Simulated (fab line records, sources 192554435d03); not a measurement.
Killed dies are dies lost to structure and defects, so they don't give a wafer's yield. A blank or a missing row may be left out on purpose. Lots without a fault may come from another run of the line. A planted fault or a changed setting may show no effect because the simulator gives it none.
Which tool did it? | flow n5_finfet | 9 lots, 25 wafers sampled, at 7 steps of a route of 1938

WHAT THE GAUGES READ, wafer by wafer
N5_MOL_CONTACT_COAG_OVL_MEAS_41.
lot  | measured     | on         | VD_OVL (nm)
L765 | day 5 22:43  | overlay-01 | 0.4 -1.1 -0.1
L766 | day 6 10:16  | overlay-02 | -0.7 -0.3 -0.2
L767 | day 6 11:53  | overlay-02 | -0.4 -1.0 -0.2
L768 | day 6 20:50  | overlay-02 | 0.6 1.1 -0.6
L771 | day 7 15:57  | overlay-02 | 0.3 -1.4
L774 | day 8 09:20  | overlay-01 | 0.5 -0.2 1.2
L775 | day 8 10:33  | overlay-01 | 0.1 -0.3 -0.1
L783 | day 10 09:01 | overlay-02 | 1.0 0.4
L784 | day 10 16:05 | overlay-02 | 0.9 0.5 0.0

N5_MOL_CONTACT_COAG_THK_MEAS_53.
lot  | measured     | on            | VIA_MOL_THK (nm)
L765 | day 6 01:15  | film_metro-02 | 43.7 44.4 44.3
L766 | day 6 13:09  | film_metro-01 | 43.6 43.6 44.5
L767 | day 6 14:23  | film_metro-02 | 43.2 42.6 44.0
L768 | day 6 22:32  | film_metro-02 | 42.7 42.8 43.3
L771 | day 7 17:40  | film_metro-01 | 42.7 43.6
L774 | day 8 11:00  | film_metro-01 | 14.0 13.4 44.5
L775 | day 8 12:14  | film_metro-02 | 14.0 44.5 44.1
L783 | day 10 10:54 | film_metro-02 | 42.6 43.0
L784 | day 10 18:01 | film_metro-01 | 43.4 43.0 43.8

N5_BEOL_M4_RC_MEAS_101.
lot  | measured     | on        | DIBL_N (mV/V)  | DIBL_P (mV/V)  | IOFF_N (nA/um)    | IOFF_P (nA/um) | ION_N (uA/um) | ION_P (uA/um) | SS_N (mV/dec)  | SS_P (mV/dec)  | VT_N (mV)   | VT_P (mV)
L765 | day 8 09:32  | prober-01 | 37.8 35.9 36.7 | 37.3 34.2 36.4 | 0.161 0.137 0.148 | 0.24 0.19 0.22 | 666 672 654   | 464 462 454   | 71.8 72.3 71.5 | 73.8 72.5 73.3 | 249 250 253 | -246 -249 -247
L766 | day 9 00:53  | prober-02 | 34.6 36.3 35.7 | 34.7 36.2 35.8 | 0.141 0.157 0.162 | 0.19 0.21 0.21 | 683 676 677   | 467 466 469   | 70.9 72.1 71.3 | 72.6 73.3 72.5 | 250 249 249 | -252 -250 -249
L767 | day 9 02:39  | prober-01 | 34.6 37.2 35.8 | 34.2 38.0 36.5 | 0.129 0.189 0.154 | 0.18 0.25 0.22 | 665 684 676   | 463 471 469   | 71.2 72.2 71.4 | 72.7 74.2 73.1 | 252 248 248 | -254 -248 -250
L768 | day 9 07:42  | prober-02 | 38.1 36.5 37.6 | 37.4 35.2 35.9 | 0.169 0.151 0.170 | 0.23 0.20 0.20 | 670 679 669   | 461 469 458   | 72.0 71.3 71.9 | 73.6 73.0 73.2 | 250 249 247 | -250 -250 -251
L771 | day 10 04:53 | prober-02 | 37.8 36.9      | 37.7 36.1      | 0.172 0.151       | 0.25 0.23      | 677 676       | 474 466       | 71.8 71.4      | 73.7 73.1      | 247 249     | -246 -247
L774 | day 11 05:29 | prober-01 | 33.0 36.2 33.8 | 32.4 35.5 33.0 | 0.104 0.145 0.109 | 0.15 0.18 0.15 | 660 664 668   | 446 456 453   | 70.9 71.4 71.1 | 72.5 73.0 72.2 | 255 252 256 | -254 -253 -254
L775 | day 11 08:40 | prober-01 | 36.7 34.2 36.9 | 38.0 34.1 37.7 | 0.168 0.113 0.155 | 0.23 0.17 0.22 | 687 656 670   | 464 460 470   | 71.7 70.8 71.5 | 73.1 73.2 74.0 | 249 256 250 | -249 -254 -250
L783 | day 13 12:38 | prober-02 | 35.6 34.5      | 36.6 34.6      | 0.159 0.131       | 0.20 0.17      | 674 664       | 456 456       | 71.3 71.1      | 72.6 73.1      | 247 252     | -252 -255
L784 | day 13 18:02 | prober-02 | 37.1 37.5 37.6 | 37.1 37.7 37.6 | 0.173 0.192 0.198 | 0.30 0.32 0.31 | 677 689 686   | 479 481 473   | 71.4 72.1 72.0 | 73.3 73.7 74.3 | 246 247 245 | -241 -242 -244

WHICH TOOL RAN EACH LOT (tool, then ch and the chambers of the sampled wafers, then the start)
lot  | N5_MOL_CONTACT_COAG_TI_SIL_19 | N5_MOL_CONTACT_COAG_PRE_CLEAN_142 | N5_MOL_CONTACT_COAG_PECVD_31    | N5_MOL_CONTACT_COAG_VIA_ETCH_46
L765 | pvd_sputter-03, day 5 13:26   | pvd_sputter-02, day 5 16:38       | pecvd-01 ch 0,1,2, day 5 20:44  | rie_diel-02 ch 1,3, day 5 22:02
L766 | pvd_sputter-03, day 5 21:37   | pvd_sputter-02, day 6 02:13       | pecvd-04 ch 0,2, day 6 07:20    | rie_diel-01 ch 0,1,3, day 6 09:32
L767 | pvd_sputter-01, day 5 23:57   | pvd_sputter-03, day 6 04:13       | pecvd-03 ch 1,2, day 6 08:39    | rie_diel-01 ch 0,2, day 6 11:04
L768 | pvd_sputter-01, day 6 11:17   | pvd_sputter-03, day 6 14:24       | pecvd-03 ch 0,1,2, day 6 18:50  | rie_diel-06 ch 1,2,3, day 6 20:10
L771 | pvd_sputter-03, day 7 07:28   | pvd_sputter-02, day 7 10:34       | pecvd-04 ch 0,2, day 7 14:05    | rie_diel-02 ch 0,1, day 7 15:08
L774 | pvd_sputter-02, day 7 23:50   | pvd_sputter-03, day 8 03:35       | pecvd-04 ch 1,2, day 8 07:31    | rie_diel-01 ch 0,1, day 8 08:39
L775 | pvd_sputter-02, day 8 00:47   | pvd_sputter-02, day 8 05:20       | pecvd-04 ch 0,1, day 8 08:48    | rie_diel-02 ch 1,3, day 8 09:44
L783 | pvd_sputter-01, day 10 00:01  | pvd_sputter-01, day 10 03:22      | pecvd-03 ch 1,2, day 10 06:52   | rie_diel-01 ch 1,2, day 10 08:20
L784 | pvd_sputter-03, day 10 05:50  | pvd_sputter-02, day 10 10:47      | pecvd-01 ch 0,1,2, day 10 14:17 | rie_diel-02 ch 1,3, day 10 15:21
- N5_MOL_CONTACT_COAG_TI_SIL_19: material Ti, target thk 4.2 nm, time 15 s.
- N5_MOL_CONTACT_COAG_PRE_CLEAN_142: time 60 s.
- N5_MOL_CONTACT_COAG_PECVD_31: deposits SiO2 from TEOS/O2, target thk 46 nm, time 8.9 s.
- N5_MOL_CONTACT_COAG_VIA_ETCH_46: etches SiO2 in C4F6/O2, target depth 46 nm, overetch 9.2 nm, time 40 s.

WHAT THE TOOLS THEMSELVES READ (means of the sampled wafers that have a number; where no wafer has one, the mark that the record gives instead)
N5_MOL_CONTACT_COAG_TI_SIL_19.
lot  | tool           | throttle_valve_pct (%)
L765 | pvd_sputter-03 | 30.5
L766 | pvd_sputter-03 | 30.2
L767 | pvd_sputter-01 | 28.0
L768 | pvd_sputter-01 | 28.8
L771 | pvd_sputter-03 | 29.1
L774 | pvd_sputter-02 | 29.9
L775 | pvd_sputter-02 | 29.1
L783 | pvd_sputter-01 | 30.4
L784 | pvd_sputter-03 | 30.3

N5_MOL_CONTACT_COAG_PRE_CLEAN_142.
lot  | tool           | heater_power_w (W)
L765 | pvd_sputter-02 | 453
L766 | pvd_sputter-02 | 463
L767 | pvd_sputter-03 | 460
L768 | pvd_sputter-03 | 422
L771 | pvd_sputter-02 | 454
L774 | pvd_sputter-03 | 453
L775 | pvd_sputter-02 | 461
L783 | pvd_sputter-01 | 482
L784 | pvd_sputter-02 | 469

N5_MOL_CONTACT_COAG_VIA_ETCH_46.
lot  | tool        | drypump_motor_current_A (A) | mfc_ar_sccm (sccm) | oes_f_703_au (a.u.) | oes_product_au (a.u.) | rf_vpp_V (V) | showerhead_plenum_p_Torr (Torr) | throttle_valve_pct (%)
L765 | rie_diel-02 | 5.3                         | 301.3              | 0.88                | 0.78                  | 1581         | 2.83                            | 40.51
L766 | rie_diel-01 | 5.7                         | 299.8              | 0.79                | 0.70                  | 1580         | 2.77                            | 40.73
L767 | rie_diel-01 | 6.3                         | 300.7              | 0.72                | 0.63                  | 1571         | 2.76                            | 40.54
L768 | rie_diel-06 | 5.8                         | 299.9              | 0.88                | 0.77                  | 1603         | 2.91                            | 40.87
L771 | rie_diel-02 | 5.7                         | 301.1              | 0.87                | 0.76                  | 1576         | 2.88                            | 40.61
L774 | rie_diel-01 | 5.6                         | 300.7              | 0.71                | 0.47                  | 1577         | 2.77                            | 40.63
L775 | rie_diel-02 | 5.3                         | 300.2              | 0.85                | 0.65                  | 1579         | 2.82                            | 40.44
L783 | rie_diel-01 | 5.8                         | 298.7              | 0.81                | 0.70                  | 1577         | 2.79                            | 40.56
L784 | rie_diel-02 | 5.0                         | 300.3              | 0.81                | 0.72                  | 1580         | 2.78                            | 40.51

THE ANSWER, worked out from the rows above alone
Rule: what is usual is taken from the lots themselves. Put in order of their means at a reading, lots are off if they are a third of the lots or fewer, leave a main group of 4 or more, and stand apart from it by a gap of 3 or more times the standard deviation of the main group's means; of several such gaps the widest counts. A main group whose means are all the same, to the digits that the tables above print for the reading, isn't used. A lot without any number at a reading at which 4 lots or more have one is off too. The other lots that the step has rows for count as sound. The gauges are gone through in route order, then the tools' own readings, and for those a lot's mean is taken as printed above. The first step at which some lot is off is used, and at that step the reading that is off furthest; a lot without a number counts as furthest.
Off: L774, L775, at N5_MOL_CONTACT_COAG_THK_MEAS_53 (VIA_MOL_THK). The main group: mean 43.4 nm, standard deviation 0.45.
A tool fits if, at a process step before that reading, it ran every lot that is off, and no sound lot after the first of them. The gauges at N5_MOL_CONTACT_COAG_THK_MEAS_53 are tried like those tools. Can't be told from this: 2 tools fit, pvd_sputter-02 at N5_MOL_CONTACT_COAG_TI_SIL_19, pecvd-04 at N5_MOL_CONTACT_COAG_PECVD_31.

WHAT THE SIMULATOR HAD PUT IN
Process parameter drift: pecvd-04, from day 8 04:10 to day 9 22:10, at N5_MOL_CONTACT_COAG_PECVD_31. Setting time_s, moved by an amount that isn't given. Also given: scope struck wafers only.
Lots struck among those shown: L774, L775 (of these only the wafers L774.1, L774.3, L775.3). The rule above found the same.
